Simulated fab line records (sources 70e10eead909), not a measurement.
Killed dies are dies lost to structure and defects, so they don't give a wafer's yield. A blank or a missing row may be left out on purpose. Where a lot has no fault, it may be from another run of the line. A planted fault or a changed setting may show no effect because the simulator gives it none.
Which tool is to blame? | flow nandHarc | 11 lots with 33 wafers sampled at 5 steps, on a route of 1159 steps

## WHAT EACH GAUGE READ, for each wafer
NHARC_P_M0_INSPECT_27. Usual: rawDefectCount at 294, with a standard deviation of 130.
lot  | measured     | on               | rawDefectCount | flag
L670 | day 6 19:26  | defectInspect-02 | 274 134 161    | 
L673 | day 7 04:41  | defectInspect-02 | 157 528 247    | 
L674 | day 7 05:28  | defectInspect-02 | 431 364 445    | 
L678 | day 8 03:55  | defectInspect-01 | 146 248 228    | 
L677 | day 8 06:33  | defectInspect-01 | 403 474 918    | 
L680 | day 9 08:17  | defectInspect-01 | 315 378 174    | 
L681 | day 9 08:38  | defectInspect-02 | 405 210 293    | 
L679 | day 9 09:29  | defectInspect-02 | 212 285 205    | 
L687 | day 10 20:13 | defectInspect-02 | 194 159 296    | 
L688 | day 10 20:44 | defectInspect-01 | 328 413 383    | 
L689 | day 11 03:51 | defectInspect-02 | 156 249 190    | 

NHARC_END_SORT_01. Usual: defectLimitedYield 95.6 %, standard deviation 1.7; killedAtArray 27, standard deviation 11; killedAtOther 0.7, standard deviation 0.93; killedAtPeriphery 2.9, standard deviation 1.9; killedDies 30, standard deviation 11; killedOpen 3.1, standard deviation 1.7; killedShort 1.9, standard deviation 1.3; sort_bin_2_pct 1.4 %, standard deviation 0.68; sort_bin_3_pct 0.28 %, standard deviation 0.25; sort_bin_4_pct 2.8 %, standard deviation 1.1; sortNPass 647, standard deviation 11; sortRimYieldPct 95.4 %, standard deviation 2.7; sortYieldPct 95.6 %, standard deviation 1.7.
lot  | measured     | on        | defectLimitedYield (%) | killedAtArray | killedAtOther | killedAtPeriphery | killedDies | killedOpen | killedShort | sort_bin_2_pct (%) | sort_bin_3_pct (%) | sort_bin_4_pct (%) | sortNPass   | sortRimYieldPct (%) | sortYieldPct (%) | flag
L673 | day 20 08:32 | prober-01 | 95.3 93.6 95.3         | 28 38 29      | 3 2 0         | 1 3 3             | 32 43 32   | 2 1 4      | 2 4 2       | 0.6 1.6 0.6        | 0.30 0.15 0.89     | 3.8 4.6 3.2        | 645 634 645 | 96.2 91.5 98.1      | 95.3 93.6 95.3   | 
L678 | day 21 10:02 | prober-01 | 95.6 96.5 94.5         | 30 24 37      | 0 0 0         | 0 0 0             | 30 24 37   | 3 2 4      | 2 3 4       | 1.0 1.2 1.5        | 0.30 0.15 0        | 3.1 2.2 4.0        | 647 653 640 | 96.2 97.2 98.1      | 95.6 96.5 94.5   | 
L689 | day 24 16:22 | prober-01 | 95.3 96.5 94.8         | 25 21 34      | 1 0 0         | 6 3 1             | 32 24 35   | 6 6 4      | 1 1 2       | 0.9 0.7 1.6        | 0.15 0 0.30        | 3.7 2.8 3.2        | 645 653 642 | 91.5 92.5 93.4      | 95.3 96.5 94.8   | 

## WHICH TOOL RAN EACH LOT (tool, then ch and the chambers of the sampled wafers, then the start)
lot  | NHARC_P_M0_DEP_32               | NHARC_P_M1_ETCH_35                | NHARC_P_M1_ETCH_28
L670 | pecvd-02 ch 1,2, day 6 19:35    | rieDiel-11 ch 0,1,2, day 6 21:07  | rieDiel-02 ch 1,2, day 6 21:41
L673 | pecvd-03 ch 0,1, day 7 04:52    | rieDiel-02 ch 0,1, day 7 06:25    | rieDiel-03 ch 0,1,3, day 7 06:59
L674 | pecvd-02 ch 0,1,2, day 7 05:37  | rieDiel-11 ch 0,2,3, day 7 07:08  | rieDiel-03 ch 1,2,3, day 7 07:41
L678 | pecvd-03 ch 0,2, day 8 04:04    | rieDiel-11 ch 0,1, day 8 05:35    | rieDiel-03 ch 1,2, day 8 06:08
L677 | pecvd-02 ch 0,2, day 8 06:44    | rieDiel-11 ch 2,3, day 8 08:14    | rieDiel-02 ch 0,2, day 8 08:47
L680 | pecvd-03 ch 0,1,2, day 9 08:26  | rieDiel-02 ch 0,2,3, day 9 09:58  | rieDiel-02 ch 0,1,2, day 9 10:31
L681 | pecvd-01 ch 0,1, day 9 08:49    | rieDiel-11 ch 0,1, day 9 10:17    | rieDiel-11 ch 0,1,2, day 9 10:49
L679 | pecvd-02 ch 0,1, day 9 09:38    | rieDiel-11 ch 0,2, day 9 11:09    | rieDiel-11 ch 0,1,2, day 9 11:43
L687 | pecvd-01 ch 1,2, day 10 20:22   | rieDiel-03 ch 1,2, day 10 21:49   | rieDiel-02 ch 0,2,3, day 10 22:23
L688 | pecvd-02 ch 0,1,2, day 10 21:00 | rieDiel-03 ch 1,2,3, day 10 22:26 | rieDiel-11 ch 0,1,2, day 10 23:04
L689 | pecvd-03 ch 0,1,2, day 11 03:59 | rieDiel-03 ch 0,3, day 11 05:29   | rieDiel-11 ch 0,1, day 11 06:11
- NHARC_P_M0_DEP_32: deposits SiCN, target thk 30 nm.
- NHARC_P_M1_ETCH_35: etches the open film in N2/H2, target depth 40 nm, overetch 12 nm, time 43.94 s.
- NHARC_P_M1_ETCH_28: etches the open film in CF4/N2, target depth 30 nm, time 72.99 s.

## AS READ BY THE TOOLS THEMSELVES (means over the sampled wafers that have a number; for cases with no such wafer, the mark the record gives instead)
NHARC_P_M0_DEP_32. Usual: chamberPressureTorr 3.000 Torr, standard deviation 0.0067; heaterPowerW 575 W, standard deviation 110.
lot  | tool     | chamberPressureTorr (Torr) | heaterPowerW (W) | flag
L670 | pecvd-02 | 3.006                      | 624              | 
L673 | pecvd-03 | 3.009                      | 593              | 
L674 | pecvd-02 | 2.999                      | 678              | 
L678 | pecvd-03 | 3.002                      | 518              | 
L677 | pecvd-02 | 2.991                      | 645              | 
L680 | pecvd-03 | 2.997                      | 529              | 
L681 | pecvd-01 | 2.996                      | 686              | 
L679 | pecvd-02 | 3.003                      | 486              | 
L687 | pecvd-01 | 3.003                      | 545              | 
L688 | pecvd-02 | 2.994                      | 642              | 
L689 | pecvd-03 | 2.995                      | 528              | 

NHARC_P_M1_ETCH_35. Usual: drypumpMotorCurrentA 6.04 A, standard deviation 0.26; oesProductAu 1.000 a.u., standard deviation 0.0085; rfVppV 431.4 V, standard deviation 2.2; showerheadPlenumPTorr 2.07 Torr, standard deviation 0.074; throttleValvePct 14.172 %, standard deviation 0.0093.
lot  | tool       | drypumpMotorCurrentA (A) | oesProductAu (a.u.) | rfVppV (V) | showerheadPlenumPTorr (Torr) | throttleValvePct (%) | flag
L670 | rieDiel-11 | 6.07                     | 1.005               | 430.5      | 2.05                         | 14.170               | 
L673 | rieDiel-02 | 5.87                     | 1.000               | 430.9      | 2.05                         | 14.174               | 
L674 | rieDiel-11 | 6.00                     | 1.002               | 432.5      | 2.10                         | 14.174               | 
L678 | rieDiel-11 | 6.18                     | 1.007               | 429.5      | 1.98                         | 14.170               | 
L677 | rieDiel-11 | 6.03                     | 1.007               | 433.2      | 2.13                         | 14.181               | 
L680 | rieDiel-02 | 5.95                     | 0.997               | 431.0      | 2.03                         | 14.171               | 
L681 | rieDiel-11 | 6.14                     | 0.993               | 430.1      | 2.00                         | 14.172               | 
L679 | rieDiel-11 | 5.96                     | 0.996               | 431.9      | 2.11                         | 14.177               | 
L687 | rieDiel-03 | 6.11                     | 1.004               | 431.2      | 2.09                         | 14.165               | 
L688 | rieDiel-03 | 6.07                     | 0.995               | 432.5      | 2.13                         | 14.175               | 
L689 | rieDiel-03 | 5.94                     | 1.001               | 433.5      | 2.14                         | 14.180               | 

NHARC_P_M1_ETCH_28. Usual: drypumpMotorCurrentA 6.01 A, standard deviation 0.27; oesProductAu 0.997 a.u., standard deviation 0.009; rfVppV 314.7 V, standard deviation 1.6; showerheadPlenumPTorr 2.66 Torr, standard deviation 0.083; throttleValvePct 19.794 %, standard deviation 0.0076.
lot  | tool       | drypumpMotorCurrentA (A) | oesProductAu (a.u.) | rfVppV (V) | showerheadPlenumPTorr (Torr) | throttleValvePct (%) | flag
L670 | rieDiel-02 | 5.72                     | 0.996               | 315.9      | 2.72                         | 19.800               | 
L673 | rieDiel-03 | 5.97                     | 1.007               | 315.2      | 2.70                         | 19.794               | 
L674 | rieDiel-03 | 6.06                     | 1.005               | 315.7      | 2.73                         | 19.792               | 
L678 | rieDiel-03 | 6.10                     | 1.009               | 315.5      | 2.69                         | 19.787               | 
L677 | rieDiel-02 | 5.59                     | 0.993               | 315.3      | 2.68                         | 19.797               | 
L680 | rieDiel-02 | 5.78                     | 0.997               | 316.1      | 2.68                         | 19.802               | 
L681 | rieDiel-11 | 6.06                     | 0.997               | 314.6      | 2.63                         | 19.794               | 
L679 | rieDiel-11 | 6.07                     | 0.992               | 314.2      | 2.63                         | 19.794               | 
L687 | rieDiel-02 | 5.95                     | 0.995               | 314.0      | 2.62                         | 19.793               | 
L688 | rieDiel-11 | 6.06                     | 0.994               | 314.4      | 2.63                         | 19.795               | 
L689 | rieDiel-11 | 6.19                     | 0.995               | 312.9      | 2.55                         | 19.793               | 

## THE ANSWER, worked out from the rows above alone
Rule: a lot counts as off when the mean over its wafers that have a number is more than 3 standard deviations away from the usual mean. A lot without any number at a reading at which 4 lots or more have one is off too. Where the step has rows for the other lots, those lots are counted as sound. After the gauges, taken in route order, come the tools' own readings; for these a lot's mean is taken, as printed above. The first step at which some lot is off is used, and at that step the reading that is off furthest; a lot without a number counts as furthest.
None of the lots is off at any reading shown; this tells nothing.

## WHAT HAD BEEN PUT IN BY THE SIMULATOR
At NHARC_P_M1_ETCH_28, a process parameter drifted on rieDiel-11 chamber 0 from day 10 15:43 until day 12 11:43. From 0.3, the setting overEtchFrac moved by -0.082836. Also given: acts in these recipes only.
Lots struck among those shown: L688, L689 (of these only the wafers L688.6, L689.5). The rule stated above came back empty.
